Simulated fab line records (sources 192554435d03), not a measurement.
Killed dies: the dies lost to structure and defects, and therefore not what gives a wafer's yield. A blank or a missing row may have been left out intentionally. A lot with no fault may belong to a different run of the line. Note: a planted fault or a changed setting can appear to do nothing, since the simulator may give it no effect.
What tool caused it? | flow n5Finfet | 24 lots with 72 wafers sampled at 6 steps, on a route of 1938 steps

== WHAT THE GAUGES READ, wafer by wafer ==
N5_BEOL_M12_THK_MEAS_50: measures by xrf.
lot  | measured     | on           | M12_THK (nm)
L074 | day 12 14:13 | filmMetro-02 | 317 325 327
L075 | day 13 16:37 | filmMetro-02 | 322 322 317
L077 | day 13 16:40 | filmMetro-01 | 327 327 329
L076 | day 13 22:52 | filmMetro-01 | 321 314 324
L078 | day 13 23:10 | filmMetro-02 | 321 324 318
L079 | day 13 23:24 | filmMetro-01 | 317 319 324
L081 | day 14 07:11 | filmMetro-02 | 321 323 322
L082 | day 14 15:37 | filmMetro-01 | 327 323 326
L080 | day 14 15:47 | filmMetro-01 | 323 326 327
L084 | day 14 18:49 | filmMetro-01 | 326 320 320
L083 | day 14 21:07 | filmMetro-01 | 326 322 322
L085 | day 15 15:40 | filmMetro-02 | 322 325 321
L086 | day 15 23:20 | filmMetro-02 | 325 320 319
L088 | day 16 02:15 | filmMetro-01 | 323 320 327
L087 | day 16 05:02 | filmMetro-01 | 319 320 315
L089 | day 16 21:05 | filmMetro-01 | 331 328 326
L090 | day 17 13:40 | filmMetro-01 | 311 317 318
L093 | day 17 13:59 | filmMetro-01 | 324 324 317
L092 | day 17 14:17 | filmMetro-01 | 326 317 316
L091 | day 17 19:32 | filmMetro-02 | 316 320 321
L096 | day 18 16:43 | filmMetro-02 | 316 326 320
L095 | day 18 20:40 | filmMetro-01 | 320 319 317
L097 | day 19 05:52 | filmMetro-02 | 324 329 322
L094 | day 19 12:55 | filmMetro-02 | 322 320 314

N5_BEOL_M13_CD_MEAS_28 targets a cd of 209.5 nm.
lot  | measured     | on       | cdNm (nm)
L074 | day 12 16:00 | cdSem-01 | 210.8 210.4 210.7
L075 | day 13 18:28 | cdSem-03 | 207.9 208.6 207.6
L077 | day 13 18:37 | cdSem-03 | 208.0 209.2 209.0
L076 | day 14 00:33 | cdSem-01 | 209.1 210.4 209.8
L078 | day 14 01:16 | cdSem-02 | 209.9 209.4 209.6
L079 | day 14 01:32 | cdSem-02 | 210.1 210.1 210.6
L081 | day 14 08:50 | cdSem-02 | 209.6 209.8 209.7
L082 | day 14 17:28 | cdSem-01 | 211.0 210.1 210.0
L080 | day 14 17:41 | cdSem-03 | 210.6 210.2 211.0
L084 | day 14 22:50 | cdSem-01 | 210.2 210.4 210.9
L083 | day 15 00:38 | cdSem-02 | 210.4 210.2 210.8
L085 | day 15 19:02 | cdSem-03 | 208.9 209.3 209.4
L086 | day 16 01:11 | cdSem-03 | 209.8 209.9 209.4
L088 | day 16 03:58 | cdSem-01 | 209.2 209.6 208.9
L087 | day 16 06:45 | cdSem-02 | 210.5 210.7 209.1
L089 | day 16 22:43 | cdSem-03 | 209.6 210.5 210.9
L090 | day 17 15:22 | cdSem-01 | 209.5 208.9 210.0
L093 | day 17 15:38 | cdSem-02 | 208.8 209.3 209.2
L092 | day 17 16:01 | cdSem-01 | 210.6 208.7 209.2
L091 | day 17 21:14 | cdSem-02 | 208.1 209.2 208.0
L096 | day 18 18:23 | cdSem-03 | 209.0 210.0 209.7
L095 | day 18 22:25 | cdSem-03 | 208.5 208.9 208.4
L097 | day 19 08:08 | cdSem-03 | 209.8 209.5 209.2
L094 | day 19 14:38 | cdSem-02 | 208.4 209.6 208.0

N5_BEOL_M14_THK_MEAS_01.
lot  | measured     | on           | M14_ILD_THK (nm)
L074 | day 12 20:45 | filmMetro-02 | 1110 1149 1137
L075 | day 13 22:44 | filmMetro-02 | 1102 1113 1136
L077 | day 13 22:56 | filmMetro-02 | 1127 1116 1140
L076 | day 14 03:10 | filmMetro-02 | 1108 1107 1126
L078 | day 14 06:13 | filmMetro-02 | 1125 1112 1124
L079 | day 14 06:23 | filmMetro-01 | 1134 1122 1129
L081 | day 14 16:16 | filmMetro-01 | 1106 1105 1119
L082 | day 14 21:46 | filmMetro-01 | 1116 1109 1137
L080 | day 15 01:53 | filmMetro-02 | 1120 1133 1137
L084 | day 15 02:44 | filmMetro-02 | 1108 1099 1131
L083 | day 15 05:14 | filmMetro-01 | 1114 1143 1133
L085 | day 15 23:25 | filmMetro-01 | 1126 1115 1112
L086 | day 16 04:28 | filmMetro-01 | 1138 1154 1150
L088 | day 16 10:13 | filmMetro-02 | 1109 1122 1134
L087 | day 16 11:01 | filmMetro-01 | 1103 1104 1125
L089 | day 17 03:08 | filmMetro-01 | 1119 1117 1125
L090 | day 18 01:28 | filmMetro-01 | 1101 1129 1121
L093 | day 17 20:19 | filmMetro-01 | 1097 1101 1119
L092 | day 17 20:23 | filmMetro-01 | 1127 1124 1134
L091 | day 18 02:12 | filmMetro-02 | 1105 1130 1123
L096 | day 18 22:16 | filmMetro-02 | 1118 1126 1119
L095 | day 19 02:50 | filmMetro-01 | 1119 1116 1125
L097 | day 19 12:46 | filmMetro-01 | 1108 1120 1117
L094 | day 19 21:47 | filmMetro-01 | 1099 1102 1112

== WHAT TOOL EACH LOT RAN ON (gives the tool, then ch and the chambers of the sampled wafers, and finally the start) ==
lot  | N5_BEOL_M12_SPUTTER_45      | N5_BEOL_M13_ETCH_59               | N5_BEOL_M13_SPUTTER_43
L074 | pvdSputter-01, day 12 13:18 | rieDiel-05 ch 0,1,3, day 12 15:11 | pvdSputter-01, day 12 19:00
L075 | pvdSputter-02, day 13 15:19 | rieDiel-02 ch 1,2,3, day 13 17:31 | pvdSputter-03, day 13 21:19
L077 | pvdSputter-03, day 13 15:23 | rieDiel-05 ch 0,1, day 13 17:40   | pvdSputter-02, day 13 21:20
L076 | pvdSputter-03, day 13 21:58 | rieDiel-05 ch 0,1,3, day 13 23:44 | pvdSputter-02, day 14 01:44
L078 | pvdSputter-02, day 13 22:19 | rieDiel-02 ch 0,1,2, day 14 00:20 | pvdSputter-03, day 14 04:46
L079 | pvdSputter-03, day 13 22:32 | rieDiel-03 ch 0,2, day 14 00:35   | pvdSputter-01, day 14 04:52
L081 | pvdSputter-03, day 14 06:07 | rieDiel-05 ch 0,2, day 14 08:01   | pvdSputter-02, day 14 14:46
L082 | pvdSputter-02, day 14 14:37 | rieDiel-05 ch 1,2, day 14 16:31   | pvdSputter-03, day 14 20:12
L080 | pvdSputter-03, day 14 14:52 | rieDiel-05 ch 1,3, day 14 16:51   | pvdSputter-02, day 15 00:28
L084 | pvdSputter-02, day 14 17:57 | rieDiel-05 ch 1,3, day 14 21:53   | pvdSputter-02, day 15 01:16
L083 | pvdSputter-01, day 14 20:16 | rieDiel-02 ch 1,2, day 14 23:46   | pvdSputter-03, day 15 03:49
L085 | pvdSputter-02, day 15 14:49 | rieDiel-05 ch 1,3, day 15 18:04   | pvdSputter-01, day 15 21:56
L086 | pvdSputter-01, day 15 22:29 | rieDiel-03 ch 1,3, day 16 00:14   | pvdSputter-03, day 16 02:54
L088 | pvdSputter-01, day 16 01:24 | rieDiel-03 ch 1,3, day 16 03:01   | pvdSputter-02, day 16 08:37
L087 | pvdSputter-01, day 16 04:10 | rieDiel-05 ch 1,2,3, day 16 05:56 | pvdSputter-03, day 16 09:35
L089 | pvdSputter-02, day 16 19:46 | rieDiel-03 ch 0,3, day 16 21:53   | pvdSputter-02, day 17 01:38
L090 | pvdSputter-03, day 17 12:48 | rieDiel-02 ch 0,1,2, day 17 14:25 | pvdSputter-02, day 17 21:22
L093 | pvdSputter-03, day 17 13:07 | rieDiel-02 ch 0,1, day 17 14:48   | pvdSputter-01, day 17 18:53
L092 | pvdSputter-02, day 17 13:20 | rieDiel-02 ch 0,1,3, day 17 15:11 | pvdSputter-02, day 17 18:58
L091 | pvdSputter-02, day 17 18:40 | rieDiel-05 ch 0,2, day 17 20:25   | pvdSputter-01, day 17 22:41
L096 | pvdSputter-02, day 18 15:37 | rieDiel-05 ch 0,1,3, day 18 17:28 | pvdSputter-02, day 18 20:47
L095 | pvdSputter-03, day 18 19:46 | rieDiel-02 ch 0,2, day 18 21:27   | pvdSputter-03, day 19 01:25
L097 | pvdSputter-02, day 19 05:00 | rieDiel-02 ch 0,1,2, day 19 07:12 | pvdSputter-01, day 19 11:10
L094 | pvdSputter-01, day 19 12:00 | rieDiel-02 ch 0,2, day 19 13:49   | pvdSputter-02, day 19 20:17
- N5_BEOL_M12_SPUTTER_45: material Cu, target thk 80 nm, time 13.33 s.
- N5_BEOL_M13_ETCH_59: etches BARC in N2/H2, target depth 89 nm, overetch 26.7 nm, time 67.9 s.
- N5_BEOL_M13_SPUTTER_43: material TaN, target thk 15 nm, time 24.19 s.

== AS READ BY THE TOOLS THEMSELVES (means over the sampled wafers that have a number; for cases with no such wafer, the mark the record gives instead) ==
N5_BEOL_M12_SPUTTER_45.
lot  | tool          | susceptorTempC (C) | throttleValvePct (%)
L074 | pvdSputter-01 | -19.92             | 28.5
L075 | pvdSputter-02 | -19.96             | 29.6
L077 | pvdSputter-03 | -20.13             | 29.4
L076 | pvdSputter-03 | -20.00             | 29.1
L078 | pvdSputter-02 | -20.03             | 30.5
L079 | pvdSputter-03 | -19.94             | 28.6
L081 | pvdSputter-03 | -20.00             | 29.7
L082 | pvdSputter-02 | -20.03             | 30.2
L080 | pvdSputter-03 | -19.98             | 29.4
L084 | pvdSputter-02 | -20.11             | 29.9
L083 | pvdSputter-01 | -20.02             | 30.5
L085 | pvdSputter-02 | -20.10             | 30.8
L086 | pvdSputter-01 | -19.99             | 29.4
L088 | pvdSputter-01 | -19.99             | 29.1
L087 | pvdSputter-01 | -20.08             | 29.4
L089 | pvdSputter-02 | -20.00             | 30.4
L090 | pvdSputter-03 | -20.16             | 29.2
L093 | pvdSputter-03 | -19.95             | 29.2
L092 | pvdSputter-02 | -20.05             | 30.8
L091 | pvdSputter-02 | -20.01             | 30.5
L096 | pvdSputter-02 | -20.06             | 30.1
L095 | pvdSputter-03 | -20.03             | 29.1
L097 | pvdSputter-02 | -19.92             | 30.0
L094 | pvdSputter-01 | -20.02             | 30.0

N5_BEOL_M13_ETCH_59.
lot  | tool       | drypumpMotorCurrentA (A) | oesProductAu (a.u.) | rfVppV (V) | showerheadPlenumPTorr (Torr) | throttleValvePct (%)
L074 | rieDiel-05 | 5.9                      | 0.65                | 523.8      | 2.54                         | 17.89
L075 | rieDiel-02 | 5.9                      | 0.64                | 520.6      | 2.43                         | 18.03
L077 | rieDiel-05 | 5.7                      | 0.63                | 523.7      | 2.53                         | 17.79
L076 | rieDiel-05 | 5.9                      | 0.64                | 523.4      | 2.53                         | 17.91
L078 | rieDiel-02 | 5.5                      | 0.70                | 522.3      | 2.49                         | 17.98
L079 | rieDiel-03 | 5.8                      | 0.61                | 523.0      | 2.49                         | 18.06
L081 | rieDiel-05 | 5.9                      | 0.64                | 522.4      | 2.49                         | 17.83
L082 | rieDiel-05 | 5.9                      | 0.73                | 523.8      | 2.51                         | 17.78
L080 | rieDiel-05 | 5.7                      | 0.68                | 524.0      | 2.56                         | 17.89
L084 | rieDiel-05 | 6.0                      | 0.65                | 523.3      | 2.54                         | 18.04
L083 | rieDiel-02 | 5.8                      | 0.64                | 520.2      | 2.43                         | 18.13
L085 | rieDiel-05 | 6.0                      | 0.64                | 523.3      | 2.53                         | 18.08
L086 | rieDiel-03 | 5.6                      | 0.59                | 523.7      | 2.55                         | 18.28
L088 | rieDiel-03 | 5.6                      | 0.59                | 524.8      | 2.58                         | 18.20
L087 | rieDiel-05 | 6.0                      | 0.68                | 523.6      | 2.52                         | 17.94
L089 | rieDiel-03 | 5.6                      | 0.60                | 526.5      | 2.63                         | 18.10
L090 | rieDiel-02 | 5.5                      | 0.67                | 522.0      | 2.48                         | 18.03
L093 | rieDiel-02 | 5.1                      | 0.70                | 523.2      | 2.52                         | 18.00
L092 | rieDiel-02 | 5.4                      | 0.65                | 520.3      | 2.47                         | 18.06
L091 | rieDiel-05 | 5.9                      | 0.76                | 521.7      | 2.48                         | 17.60
L096 | rieDiel-05 | 5.8                      | 0.69                | 523.5      | 2.51                         | 17.84
L095 | rieDiel-02 | 5.2                      | 0.71                | 523.8      | 2.53                         | 17.93
L097 | rieDiel-02 | 5.5                      | 0.66                | 521.8      | 2.47                         | 18.06
L094 | rieDiel-02 | 5.7                      | 0.68                | 521.6      | 2.48                         | 17.98

N5_BEOL_M13_SPUTTER_43.
lot  | tool          | susceptorTempC (C) | throttleValvePct (%)
L074 | pvdSputter-01 | 49.93              | 29.1
L075 | pvdSputter-03 | 49.99              | 28.7
L077 | pvdSputter-02 | 49.96              | 29.6
L076 | pvdSputter-02 | 50.05              | 29.9
L078 | pvdSputter-03 | 49.99              | 29.2
L079 | pvdSputter-01 | 49.97              | 28.9
L081 | pvdSputter-02 | 50.08              | 30.5
L082 | pvdSputter-03 | 49.92              | 29.6
L080 | pvdSputter-02 | 50.05              | 30.4
L084 | pvdSputter-02 | 49.98              | 29.5
L083 | pvdSputter-03 | 50.08              | 29.8
L085 | pvdSputter-01 | 50.12              | 29.1
L086 | pvdSputter-03 | 49.97              | 28.3
L088 | pvdSputter-02 | 49.91              | 28.9
L087 | pvdSputter-03 | 49.94              | 28.9
L089 | pvdSputter-02 | 49.87              | 30.3
L090 | pvdSputter-02 | 50.00              | 30.4
L093 | pvdSputter-01 | 49.96              | 29.8
L092 | pvdSputter-02 | 50.03              | 29.4
L091 | pvdSputter-01 | 49.93              | 29.6
L096 | pvdSputter-02 | 50.06              | 30.5
L095 | pvdSputter-03 | 50.08              | 28.7
L097 | pvdSputter-01 | 49.93              | 29.3
L094 | pvdSputter-02 | 49.88              | 30.1

== THE ANSWER, worked out from the rows above alone ==
Rule: the lots themselves supply what counts as usual. The widest of any qualifying gaps counts: lots, ordered by their means at a reading, are off when they make up no more than a third of the lots, leave a main group of 4 or more, and stand apart from it by 3 or more times the standard deviation of that group's means. If all means in a main group match to the digits the tables above print for the reading, that group is not used. Also off: a lot with no number at a reading for which 4 or more lots have one. Any other lot the step has rows for is counted as sound. The gauges are gone through in route order, then the tools' own readings, and for those a lot's mean is taken as printed above. At the first step where some lot is off, the reading lying furthest off is the one used; lots without a number count as furthest.
Nothing can be told from this: no lot is off at any reading shown.

== WHAT THE SIMULATOR HAD PUT IN ==
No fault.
